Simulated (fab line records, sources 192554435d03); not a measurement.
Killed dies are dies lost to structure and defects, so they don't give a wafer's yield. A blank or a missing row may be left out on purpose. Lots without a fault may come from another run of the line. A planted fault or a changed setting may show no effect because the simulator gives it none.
fab line records | flow n5_finfet | part 1 of 2: steps 1 to 22 of 28
record lots=5 wafers=15 last_day=21
route steps=1938 shown HKMG_FIN@412
lots that met no fault: from a run of the same line without faults
start_h: hours from the record's first day to the start of the lot's first wafer shown | wait_h: hours since the lot's step before | " the same as in the row above | L1.1+2: a row that stands for several wafers | - no value, or no start given | * or withheld: withheld | < > ~ a bound
route shown NAME@n: a module of which the file shows steps, and the number in the route of the first | usual: mean/standard deviation of fault-free wafers | same: alike in all rows | chamber/n: place in a boat | sites: the reading at each site | _std_site: their standard deviation | _edge_site: outer sites' mean less inner sites' | radius_mm: how far each site lies from the wafer's centre | mask NAME#n: copy n | behind: the tool/chamber that last shaped the wafer | hold: why the lot was held/for how many hours/how that ended | device: the transistor (n, p or np) that didn't switch | end of line: the same wafers' tests at the end of the route | a step without rows: its recipe alone | killed: dies lost to structure and defects at the first sort, not the wafer's yield | map: a wafer's dies, x killed, . not, _ none there
set.NAME: the setting as run; set.NAME@STEP: as run at that earlier step | model.NAME: the simulator's own value behind a step, which no gauge read
lots at some steps of the route; a table a step, a row a wafer
services: from which hour (start_h, from the record's first day; less than 0 if before it) a tool's chamber was out of use, for how many hours, and why
## steps
# step N5_HKMG_FIN_ALD_79
# recipe material=TiN target_thk_a=15 temp_c=400 ald_precursor_family=TiCl4 ald_co_reactant=NH3 pulse_time_s=1 purge_time_s=3 co_reactant_purge_time_s=2 co_reactant_pulse_time_s=2 ald_cycles=68 pressure_torr=3
# usual heater_power_w=879/94 precursor_pulse_height_rel=1.002/0.019
# columns lot.wafer tool chamber start_h wait_h heater_power_w precursor_pulse_height_rel
L079.2 ald_metal-02 1 103.95 0.0 994 1.010
L079.5 " 0 " " 725 0.976
L079.6 " 1 " " 1025 1.013
L083.1 ald_metal-02 0 132.19 0.0 743 1.018
L083.5 " 1 " " 986 1.008
L083.6 " 0 " " 709 0.999
L084.1 ald_metal-04 0 134.57 0.0 875 1.005
L084.2 " 1 " " 939 1.015
L084.3 " 3 " " 947 1.022
L091.4 ald_metal-02 3 173.91 0.0 972 0.989
L091.5 " 0 " " 714 0.988
L091.6 " 3 " " 973 1.022
L092.3 ald_metal-01 1 181.72 0.0 822 0.987
L092.4 " 2 " " 785 0.998
L092.6 " 3 " " 750 1.033
# step N5_HKMG_FIN_CVD_62
# recipe material=a-Si target_thk_a=30 temp_c=500 precursor=Si2H6 pressure_torr=1 time_s=20.8
# usual heater_power_w=1392/200
# columns lot.wafer tool chamber start_h wait_h heater_power_w
L079.2 thermal_cvd_si-01 1 104.31 0.2 1320
L079.5 " 1 " " 1308
L079.6 " 2 " " 1411
L083.1 thermal_cvd_si-01 0 132.55 0.2 1228
L083.5 " 1 " " 1329
L083.6 " 2 " " 1455
L084.1 thermal_cvd_si-02 1 134.93 0.2 1170
L084.2 " 2 " " 1726
L084.3 " 0 " " 1462
L091.4 thermal_cvd_si-01 0 174.32 0.2 1216
L091.5 " 1 " " 1299
L091.6 " 2 " " 1423
L092.3 thermal_cvd_si-02 1 182.09 0.2 1156
L092.4 " 2 " " 1798
L092.6 " 1 " " 1149
# step N5_HKMG_FIN_RTA_80
# recipe temp_c=withheld time_s=2 ambient=N2 idle_temp_c=600 ramp_up_c_per_s=150 ramp_down_c_per_s=60 cool_to_c=600
# columns lot.wafer tool chamber start_h wait_h
L079.2+5+6 rtp_anneal-01 0 104.57 0.2
L083.1+5+6 rtp_anneal-02 0 132.68 0.1
L084.1+2+3 rtp_anneal-02 0 135.06 0.1
L091.4+5+6 rtp_anneal-02 0 174.46 0.1
L092.3+4+6 rtp_anneal-02 0 182.47 0.3
# step N5_HKMG_FIN_PRECLEAN_64
# recipe chemistry=dHF time_s=30 temp_c=25 dilution=withheld
# columns lot.wafer tool chamber start_h wait_h
L079.2+5+6 wet_bench-03 6,2,3 104.69 0.1
L083.1+5+6 wet_bench-05 5,3,6 132.83 0.1
L084.1+2+3 wet_bench-06 0,6,2 135.21 0.1
L091.4+5+6 wet_bench-06 7,1,2 174.55 0.1
L092.3+4+6 wet_bench-05 1,4,6 182.57 0.1
# step N5_HKMG_FIN_WET_ETCH_65
# recipe chemistry=TMAH temp_c=70 conc_wt_pct=5 target=a-Si stop_on=TiN time_s=49 target_depth_nm=3
# columns lot.wafer tool chamber start_h wait_h
L079.2+5+6 wet_bench-03 6,2,3 104.70 0.0
L083.1+5+6 wet_bench-05 5,3,6 132.84 0.0
L084.1+2+3 wet_bench-06 0,6,2 135.22 0.0
L091.4+5+6 wet_bench-06 7,1,2 174.56 0.0
L092.3+4+6 wet_bench-05 1,4,6 182.58 0.0
# step N5_HKMG_FIN_WET_ETCH_81
# recipe chemistry=SC1 target=TiN stop_on=HfO2 mix=1:1:5 temp_c=60 time_s=57 target_depth_nm=6
# columns lot.wafer tool chamber start_h wait_h
L079.2+5+6 wet_bench-03 6,2,3 104.72 0.0
L083.1+5+6 wet_bench-05 5,3,6 132.85 0.0
L084.1+2+3 wet_bench-06 0,6,2 135.23 0.0
L091.4+5+6 wet_bench-06 7,1,2 174.57 0.0
L092.3+4+6 wet_bench-05 1,4,6 182.60 0.0
# step N5_HKMG_FIN_WET_ETCH_82
# recipe chemistry=dHCl mix=1:10000 temp_c=25 target=La2O3 stop_on=HfO2 target_depth_nm=2 dry=ipa_marangoni rinse_time_s=30 rinse_temp_c=23
# columns lot.wafer tool chamber start_h wait_h
L079.2+5+6 wet_bench-03 6,2,3 104.75 0.0
L083.1+5+6 wet_bench-05 5,3,6 132.89 0.0
L084.1+2+3 wet_bench-06 0,6,2 135.27 0.0
L091.4+5+6 wet_bench-06 7,1,2 174.61 0.0
L092.3+4+6 wet_bench-05 1,4,6 182.63 0.0
# step N5_HKMG_FIN_ALD_36
# recipe material=TiN target_thk_a=10 temp_c=400 ald_precursor_family=TiCl4 ald_co_reactant=NH3 pulse_time_s=1 purge_time_s=3 co_reactant_purge_time_s=2 co_reactant_pulse_time_s=2 ald_cycles=47 pressure_torr=3
# usual heater_power_w=847/91 precursor_pulse_height_rel=1.001/0.019
# columns lot.wafer tool chamber start_h wait_h heater_power_w precursor_pulse_height_rel
L079.2 ald_metal-01 1 104.82 0.0 823 1.009
L079.5 " 0 " " 752 1.021
L079.6 " 3 " " 732 0.969
L083.1 ald_metal-01 2 132.95 0.0 809 0.991
L083.5 " 3 " " 744 1.017
L083.6 " 2 " " 780 1.006
L084.1 ald_metal-01 3 135.33 0.0 759 0.976
L084.2 " 2 " " 789 0.984
L084.3 " 1 " " 836 1.002
L091.4 ald_metal-01 2 174.79 0.2 820 0.990
L091.5 " 1 " " 848 0.992
L091.6 " 3 " " 764 0.991
L092.3 ald_metal-01 3 182.70 0.0 736 1.037
L092.4 " 3 " " 749 1.036
L092.6 " 2 " " 769 0.991
# step N5_HKMG_FIN_THK_MEAS_70
# recipe thk_meas_gauge=xrf reads=HfO2_of_HKMG_FIN_HK_ALD_01
# usual HK_THK=1.620/0.016
# columns lot.wafer tool chamber start_h wait_h HK_THK[nm]
L079.2 film_metro-02 - 105.10 0.2 1.616
L079.5 " - " " 1.596
L079.6 " - " " 1.573
L083.1 film_metro-02 - 133.23 0.2 1.617
L083.5 " - " " 1.620
L083.6 " - " " 1.630
L084.1 film_metro-02 - 135.61 0.2 1.621
L084.2 " - " " 1.639
L084.3 " - " " 1.641
L091.4 film_metro-01 - 174.95 0.0 1.597
L091.5 " - " " 1.622
L091.6 " - " " 1.604
L092.3 film_metro-01 - 182.98 0.2 1.621
L092.4 " - " " 1.603
L092.6 " - " " 1.598
# step N5_HKMG_FIN_PWFM_ALD_03
# recipe material=TiN target_thk_a=20 temp_c=400 ald_precursor_family=TiCl4 ald_co_reactant=NH3 pulse_time_s=1 purge_time_s=3 co_reactant_purge_time_s=2 co_reactant_pulse_time_s=2 ald_cycles=91 pressure_torr=3
# usual heater_power_w=850/95 precursor_pulse_height_rel=1.001/0.019
# columns lot.wafer tool chamber start_h wait_h heater_power_w precursor_pulse_height_rel
L079.2 ald_metal-01 2 105.13 0.0 791 0.987
L079.5 " 2 " " 777 1.019
L079.6 " 1 " " 836 1.005
L083.1 ald_metal-02 2 133.27 0.0 968 1.007
L083.5 " 3 " " 969 0.993
L083.6 " 0 " " 740 1.001
L084.1 ald_metal-04 3 135.64 0.0 965 1.018
L084.2 " 0 " " 853 1.005
L084.3 " 1 " " 948 1.009
L091.4 ald_metal-02 3 174.98 0.0 973 1.006
L091.5 " 2 " " 985 0.993
L091.6 " 3 " " 973 0.999
L092.3 ald_metal-02 1 183.02 0.0 990 1.031
L092.4 " 3 " " 951 0.996
L092.6 " 1 " " 999 0.980
# step N5_HKMG_FIN_COAT_29
# recipe resist=SOC temp_c=250 time_s=60 spin_rpm=1500 resist_thk_nm=300
# usual exhaust_pa=45.1/0.85 heater_power_total_W=500.3/1.8 plate_temp_C=250.02/0.17 resist_line_temp_C=23.01/0.12
# columns lot.wafer tool chamber start_h wait_h exhaust_pa heater_power_total_W plate_temp_C resist_line_temp_C
L079.2 litho_track-01 0 105.60 0.2 44.7 503.2 249.96 23.14
L079.5 " 0 " " 46.6 497.5 249.99 23.12
L079.6 " 0 " " 44.1 499.2 250.00 23.15
L083.1 litho_track-03 0 133.75 0.3 45.7 498.4 250.03 23.04
L083.5 " 0 " " 45.7 502.8 250.07 23.05
L083.6 " 0 " " 45.3 501.0 249.82 23.05
L084.1 litho_track-01 0 136.11 0.2 44.3 498.2 249.99 23.04
L084.2 " 0 " " 45.3 499.1 250.02 22.90
L084.3 " 0 " " 45.3 501.5 250.07 22.94
L091.4 litho_track-01 0 175.46 0.2 45.4 501.3 250.02 23.03
L091.5 " 0 " " 45.0 503.1 249.97 23.16
L091.6 " 0 " " 45.1 500.4 250.18 23.10
L092.3 litho_track-01 0 183.49 0.2 43.8 499.0 249.78 23.15
L092.4 " 0 " " 44.5 500.8 249.79 22.92
L092.6 " 0 " " 44.0 502.2 249.86 23.04
# step N5_HKMG_FIN_COAT_30
# recipe resist=SiARC temp_c=220 time_s=60 spin_rpm=1500 resist_thk_nm=35
# usual exhaust_pa=44.8/0.9 heater_power_total_W=427.8/2.2 plate_temp_C=219.97/0.15 resist_line_temp_C=23.00/0.1
# columns lot.wafer tool chamber start_h wait_h exhaust_pa heater_power_total_W plate_temp_C resist_line_temp_C
L079.2 litho_track-01 0 - - 45.9 425.0 219.96 22.85
L079.5 " 0 " " 44.4 424.6 220.07 23.05
L079.6 " 0 " " 45.4 425.1 220.07 23.04
L083.1 litho_track-03 0 - - 44.2 430.8 219.94 23.00
L083.5 " 0 " " 45.2 429.5 220.01 22.98
L083.6 " 0 " " 45.2 430.0 220.02 22.91
L084.1 litho_track-01 0 - - 45.3 429.7 220.35 23.05
L084.2 " 0 " " 44.6 424.2 220.14 22.96
L084.3 " 0 " " 46.9 426.4 220.07 23.02
L091.4 litho_track-01 0 - - 45.1 427.4 220.06 22.98
L091.5 " 0 " " 45.1 427.6 219.87 23.07
L091.6 " 0 " " 45.9 429.7 219.99 23.10
L092.3 litho_track-01 0 - - 44.9 431.0 220.07 22.95
L092.4 " 0 " " 43.7 428.5 219.95 22.91
L092.6 " 0 " " 45.4 429.4 220.06 22.92
# step N5_HKMG_FIN_COAT_06
# recipe resist=CAR-ArF spin_rpm=1500 resist_thk_nm=90
# usual exhaust_pa=45.1/0.79 resist_line_temp_C=22.99/0.11
# columns lot.wafer tool chamber start_h wait_h exhaust_pa resist_line_temp_C
L079.2 litho_track-01 0 - - 44.6 23.03
L079.5 " 0 " " 44.4 23.20
L079.6 " 0 " " 44.4 23.04
L083.1 litho_track-03 0 - - 44.4 22.92
L083.5 " 0 " " 45.3 23.09
L083.6 " 0 " " 44.2 23.01
L084.1 litho_track-01 0 - - 44.4 22.91
L084.2 " 0 " " 45.3 22.79
L084.3 " 0 " " 45.7 23.03
L091.4 litho_track-01 0 - - 45.7 22.86
L091.5 " 0 " " 44.6 23.04
L091.6 " 0 " " 45.3 22.85
L092.3 litho_track-01 0 - - 44.7 23.13
L092.4 " 0 " " 45.8 22.83
L092.6 " 0 " " 46.1 22.90
# step N5_HKMG_FIN_EBR_08
# recipe solvent=PGMEA ebr_width_mm=1.5
# usual exhaust_pa=44.9/0.74 resist_line_temp_C=23.01/0.1
# columns lot.wafer tool chamber start_h wait_h exhaust_pa resist_line_temp_C
L079.2 litho_track-01 0 - - 45.7 22.98
L079.5 " 0 " " 45.8 23.08
L079.6 " 0 " " 44.8 23.05
L083.1 litho_track-03 0 - - 45.4 23.00
L083.5 " 0 " " 44.7 23.07
L083.6 " 0 " " 44.5 23.16
L084.1 litho_track-01 0 - - 43.5 23.12
L084.2 " 0 " " 44.2 23.02
L084.3 " 0 " " 43.6 22.96
L091.4 litho_track-01 0 - - 44.5 23.15
L091.5 " 0 " " 44.8 23.18
L091.6 " 0 " " 45.1 23.22
L092.3 litho_track-01 0 - - 44.5 22.95
L092.4 " 0 " " 44.8 22.94
L092.6 " 0 " " 43.9 23.02
# step N5_HKMG_FIN_SOFTBAKE_07
# recipe temp_c=110 time_s=60 resist=CAR-ArF
# usual exhaust_pa=44.8/0.88 heater_power_total_W=175.3/1.6 plate_temp_C=110.02/0.12 resist_line_temp_C=22.99/0.11
# columns lot.wafer tool chamber start_h wait_h exhaust_pa heater_power_total_W plate_temp_C resist_line_temp_C
L079.2 litho_track-01 0 - - 46.0 175.3 109.98 22.96
L079.5 " 0 " " 44.3 177.0 109.91 22.87
L079.6 " 0 " " 46.3 173.7 109.98 23.06
L083.1 litho_track-03 0 - - 45.1 176.3 110.04 22.96
L083.5 " 0 " " 45.6 173.4 109.99 23.12
L083.6 " 0 " " 44.7 177.5 110.05 23.04
L084.1 litho_track-01 0 - - 45.8 177.6 109.89 22.92
L084.2 " 0 " " 44.5 177.6 110.01 22.98
L084.3 " 0 " " 44.4 174.3 110.01 22.88
L091.4 litho_track-01 0 - - 44.0 174.1 109.94 23.12
L091.5 " 0 " " 45.2 173.8 109.79 23.27
L091.6 " 0 " " 45.8 176.4 109.99 23.19
L092.3 litho_track-01 0 - - 45.2 175.6 109.98 22.84
L092.4 " 0 " " 44.5 173.1 109.96 23.01
L092.6 " 0 " " 44.5 173.0 109.84 22.94
# step N5_HKMG_FIN_EXPOSE_09
# recipe mask_id=NWFM na=1.35 source_shape=conventional sigma_outer=0.8 polarization=unpolarized dose_mj=39.25
# columns lot.wafer tool chamber start_h wait_h mask
L079.2+5+6 arfi_scanner-01 0 105.73 - NWFM#0
L083.1+5+6 arfi_scanner-02 0 133.87 - NWFM#0
L084.1+2+3 arfi_scanner-01 0 136.36 - NWFM#0
L091.4+5+6 arfi_scanner-01 0 175.71 - NWFM#0
L092.3+4+6 arfi_scanner-02 0 183.74 - NWFM#0
# step N5_HKMG_FIN_PEB_10
# recipe peb_temp_c=withheld peb_time_s=60 resist=CAR-ArF
# usual exhaust_pa=45.1/0.87 resist_line_temp_C=22.98/0.094
# columns lot.wafer tool chamber start_h wait_h exhaust_pa resist_line_temp_C
L079.2 litho_track-01 0 105.78 0.0 44.3 22.94
L079.5 " 0 " " 44.6 22.83
L079.6 " 0 " " 45.4 22.88
L083.1 litho_track-03 0 133.92 0.1 45.8 22.81
L083.5 " 0 " " 44.9 23.05
L083.6 " 0 " " 45.8 22.92
L084.1 litho_track-05 0 136.41 0.1 44.5 23.02
L084.2 " 0 " " 45.4 23.01
L084.3 " 0 " " 45.6 23.08
L091.4 litho_track-03 0 175.76 0.0 44.7 22.93
L091.5 " 0 " " 45.9 23.04
L091.6 " 0 " " 45.0 23.08
L092.3 litho_track-03 0 183.79 0.0 44.4 22.94
L092.4 " 0 " " 44.8 23.03
L092.6 " 0 " " 46.0 22.93
# step N5_HKMG_FIN_DEVELOP_11
# recipe develop_time_s=30 developer=TMAH resist=CAR-ArF dev_temp_c=23 rinse_liquid=diw dry=air_spin
# usual developer_temp_C=23.01/0.11 exhaust_pa=44.9/0.86 resist_line_temp_C=23.01/0.1
# columns lot.wafer tool chamber start_h wait_h developer_temp_C exhaust_pa resist_line_temp_C
L079.2 litho_track-01 0 - - 22.97 44.2 23.09
L079.5 " 0 " " 22.95 44.4 22.99
L079.6 " 0 " " 23.06 44.7 23.02
L083.1 litho_track-03 0 - - 22.96 44.0 23.06
L083.5 " 0 " " 23.20 44.9 23.10
L083.6 " 0 " " 23.29 45.3 23.04
L084.1 litho_track-05 0 - - 22.93 45.6 23.04
L084.2 " 0 " " 22.93 44.9 23.02
L084.3 " 0 " " 22.86 44.7 23.08
L091.4 litho_track-03 0 - - 22.99 45.9 23.11
L091.5 " 0 " " 22.93 44.0 22.85
L091.6 " 0 " " 22.78 44.0 23.21
L092.3 litho_track-03 0 - - 22.98 44.9 22.93
L092.4 " 0 " " 22.93 45.4 22.95
L092.6 " 0 " " 22.95 45.2 23.08
# step N5_HKMG_FIN_CD_MEAS_12
# recipe target_cd_nm=92.8 landing_energy_ev=500 detector=se_inlens
# usual cd_nm=92.9/0.54
# columns lot.wafer tool chamber start_h wait_h cd_nm
L079.2 cd_sem-01 0 105.85 - 92.9
L079.5 " 0 " " 92.7
L079.6 " 0 " " 93.2
L083.1 cd_sem-03 0 133.99 - 94.1
L083.5 " 0 " " 93.3
L083.6 " 0 " " 93.9
L084.1 cd_sem-03 0 136.48 - 92.2
L084.2 " 0 " " 92.4
L084.3 " 0 " " 93.1
L091.4 cd_sem-03 0 175.83 - 92.0
L091.5 " 0 " " 92.7
L091.6 " 0 " " 92.9
L092.3 cd_sem-01 0 183.86 - 92.8
L092.4 " 0 " " 92.7
L092.6 " 0 " " 93.0
# step N5_HKMG_FIN_OVL_MEAS_13
# recipe points_per_wafer=44
# usual NWFM_OVL=-0.3/0.72
# same points_per_wafer=44
# columns lot.wafer tool chamber start_h wait_h NWFM_OVL[nm]
L079.2 overlay-01 0 105.88 0.0 -1.1
L079.5 " 0 " " -0.8
L079.6 " 0 " " 0.0
L083.1 overlay-02 0 134.02 0.0 -0.4
L083.5 " 0 " " 0.4
L083.6 " 0 " " -0.4
L084.1 overlay-02 0 136.51 0.0 0.3
L084.2 " 0 " " -0.8
L084.3 " 0 " " 0.0
L091.4 overlay-01 0 175.85 0.0 0.0
L091.5 " 0 " " -0.3
L091.6 " 0 " " 0.0
L092.3 overlay-02 0 183.88 0.0 -0.3
L092.4 " 0 " " -1.0
L092.6 " 0 " " -0.7
# step N5_HKMG_FIN_INSPECT_14
# recipe mode=adi inspect_instrument=macro
# usual raw_defect_count=2.2/1.4
# columns lot.wafer tool chamber start_h wait_h raw_defect_count
L079.2 defect_inspect-02 - 105.90 0.0 4
L079.5 " - " " 3
L079.6 " - " " 2
L083.1 defect_inspect-02 - 134.05 0.0 3
L083.5 " - " " 2
L083.6 " - " " 2
L084.1 defect_inspect-02 - 136.54 0.0 3
L084.2 " - " " 0
L084.3 " - " " 1
L091.4 defect_inspect-01 - 175.88 0.0 2
L091.5 " - " " 1
L091.6 " - " " 5
L092.3 defect_inspect-01 - 183.91 0.0 1
L092.4 " - " " 2
L092.6 " - " " 3
# step N5_HKMG_FIN_DESCUM_17
# recipe chemistry=O2 time_s=7.9 source_power_w=50 bias_power_w=20 pressure_mtorr=20 rf_frequency_hz=2.712e+07 temp_c=40 resist=CAR-ArF o2_flow_sccm=225
# usual drypump_motor_current_A=5.8/0.4 oes_product_au=0.76/0.082 rf_vpp_V=243.4/1.4 showerhead_plenum_p_Torr=2.11/0.085 throttle_valve_pct=20.52/0.14
# columns lot.wafer tool chamber start_h wait_h drypump_motor_current_A oes_product_au rf_hours_counter_h rf_vpp_V showerhead_plenum_p_Torr throttle_valve_pct
L079.2 rie_diel-05 3 105.93 0.0 6.6 0.73 161 245.3 2.18 20.55
L079.5 " 1 " " 5.4 0.69 - 241.4 1.98 20.52
L079.6 " 0 " " 6.3 0.69 - 243.7 2.14 20.71
L083.1 rie_diel-02 2 134.43 0.4 5.7 0.81 80 244.9 2.20 20.45
L083.5 " 2 " " 5.7 0.81 - 243.5 2.20 20.45
L083.6 " 3 " " 5.6 0.78 - 240.7 2.02 20.59
L084.1 rie_diel-02 1 136.57 0.0 5.7 0.75 151 244.5 2.18 20.38
L084.2 " 0 " " 5.6 0.72 180 241.3 2.00 20.37
L084.3 " 2 " " 5.7 0.83 81 245.0 2.20 20.47
L091.4 rie_diel-05 2 175.97 0.1 5.8 0.70 223 243.6 2.15 20.78
L091.5 " 1 " " 5.4 1.00 - 243.6 2.24 20.16
L091.6 " 0 " " 6.3 0.91 - 244.3 2.14 20.34
L092.3 rie_diel-02 3 183.94 0.0 5.6 0.77 147 240.5 2.01 20.63
L092.4 " 0 " " 5.6 0.71 194 242.2 1.99 20.39
L092.6 " 2 " " 5.7 0.80 - 244.4 2.19 20.50
